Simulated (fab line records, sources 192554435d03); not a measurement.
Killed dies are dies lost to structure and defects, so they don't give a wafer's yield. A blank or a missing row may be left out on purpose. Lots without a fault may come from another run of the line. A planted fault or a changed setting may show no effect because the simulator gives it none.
Split-lot experiment | flow n5_finfet | 7 lots, 39 wafers read, on a route of 1938 steps

THE SPLIT
At N5_BEOL_M14_DEVELOP_27 (develop time 45 s), the setting develop_time_s was moved away from the recipe's 45 s on 15 of the 39 wafers read, by -48.4% to +46.4%. The other wafers ran this setting at the recipe's value.

FROM THE SPLIT TO THE READING: what the file shows between them, 2 steps
- N5_BEOL_M14_HARDBAKE_32: time 120 s
- N5_BEOL_M14_DESCUM_33: chemistry O2, time 7.9 s

THE READING
BEOL_M14.cd_nm (the simulator's own value, which no gauge read), in nm, at N5_BEOL_M14_ETCH_67 (etches SiARC in CF4, target depth 143 nm, time 238.3 s). The file gives no usual value for it. The 24 wafers here that ran the recipe average 279.9 nm, standard deviation 1.2 nm.

wafer  | tool, chamber at the split | develop_time_s as run, s | against the recipe | BEOL_M14.cd_nm, nm | against lot-mates on the recipe
L076.1 | litho_track-03, 0          | 30.08                    | -33.2%             | 277                | -2.5
L076.2 | litho_track-03, 0          | 30.08                    | -33.2%             | 275.8              | -3.7
L076.3 | litho_track-03, 0          | 45                       | recipe             | 278.8              | -
L076.4 | litho_track-03, 0          | 30.08                    | -33.2%             | 274.8              | -4.7
L076.5 | litho_track-03, 0          | 45                       | recipe             | 279.6              | -
L076.6 | litho_track-03, 0          | 45                       | recipe             | 280.2              | -
L077.1 | litho_track-02, 0          | 45                       | recipe             | 281.8              | -
L077.2 | litho_track-02, 0          | 45                       | recipe             | 281.6              | -
L077.3 | litho_track-02, 0          | 30.31                    | -32.6%             | 279.6              | -1.9
L077.4 | litho_track-02, 0          | 30.31                    | -32.6%             | 278.6              | -2.9
L077.5 | litho_track-02, 0          | 45                       | recipe             | 281                | -
L077.6 | litho_track-02, 0          | 30.31                    | -32.6%             | 278.8              | -2.7
L079.1 | litho_track-03, 0          | 45                       | recipe             | 277                | -
L079.2 | litho_track-03, 0          | 45                       | recipe             | 279.4              | -
L079.3 | litho_track-03, 0          | 45                       | recipe             | 279.4              | -
L079.4 | litho_track-03, 0          | 45                       | recipe             | 277.8              | -
L079.5 | litho_track-03, 0          | 45                       | recipe             | 280.8              | -
L079.6 | litho_track-03, 0          | 45                       | recipe             | 280.2              | -
L083.1 | litho_track-01, 0          | 45                       | recipe             | 280.8              | -
L083.5 | litho_track-01, 0          | 45                       | recipe             | 278.8              | -
L083.6 | litho_track-01, 0          | 45                       | recipe             | 280                | -
L090.1 | litho_track-01, 0          | 24.85                    | -44.8%             | 275.4              | -4.1
L090.2 | litho_track-01, 0          | 45                       | recipe             | 279.2              | -
L090.3 | litho_track-01, 0          | 24.85                    | -44.8%             | 274.6              | -4.9
L090.4 | litho_track-01, 0          | 45                       | recipe             | 278.8              | -
L090.5 | litho_track-01, 0          | 24.85                    | -44.8%             | 274.8              | -4.7
L090.6 | litho_track-01, 0          | 45                       | recipe             | 280.4              | -
L094.1 | litho_track-01, 0          | 45                       | recipe             | 280.4              | -
L094.2 | litho_track-01, 0          | 65.87                    | +46.4%             | 282.2              | +2.5
L094.3 | litho_track-01, 0          | 45                       | recipe             | 279.4              | -
L094.4 | litho_track-01, 0          | 45                       | recipe             | 279.2              | -
L094.5 | litho_track-01, 0          | 65.87                    | +46.4%             | 283.8              | +4.1
L094.6 | litho_track-01, 0          | 65.87                    | +46.4%             | 282.6              | +2.9
L096.1 | litho_track-01, 0          | 23.24                    | -48.4%             | 279.6              | -1.1
L096.2 | litho_track-01, 0          | 23.24                    | -48.4%             | 276.8              | -3.9
L096.3 | litho_track-01, 0          | 23.24                    | -48.4%             | 277                | -3.7
L096.4 | litho_track-01, 0          | 45                       | recipe             | 280.8              | -
L096.5 | litho_track-01, 0          | 45                       | recipe             | 281.6              | -
L096.6 | litho_track-01, 0          | 45                       | recipe             | 279.8              | -

THE FIT
A straight line over all 39 wafers: BEOL_M14.cd_nm changes by +0.0708 nm for each +1% of develop_time_s; r = +0.79; the points scatter about the line by 1.4 nm.
The same after taking each lot's own level away (the mean of its wafers on the recipe; 39 wafers): +0.0788 nm for each +1%; r = +0.89; scatter 0.99 nm.
On that fit, the largest move of develop_time_s shifts the reading by 3.8 nm.
The lots' own levels span 279.10 to 281.47 nm, that is 2.1 times the standard deviation above.
So the lot-to-lot level blurs the effect unless lot-mates are compared.
Check: with one of the wafers moved furthest among these (-48.4%) left out of the fit, the line predicts -4.22 nm for it against its lot-mates. It came out at -1.13 nm against them.

OTHER SPLITS ON THESE WAFERS
These wafers also went through other splits before the reading. Each is held against what the fit with the lots' levels taken away leaves over:
other split on the same wafers    | wafers away from the commonest value | r with BEOL_M14.cd_nm (lot level and that fit taken away)
N5_BEOL_M10_TRENCH_ETCH_37 time_s | 9                                    | +0.04

THE FILE'S OWN FIT
BEOL_M14.cd_nm changes by +0.0803 nm for each +1% of develop_time_s, r = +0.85.
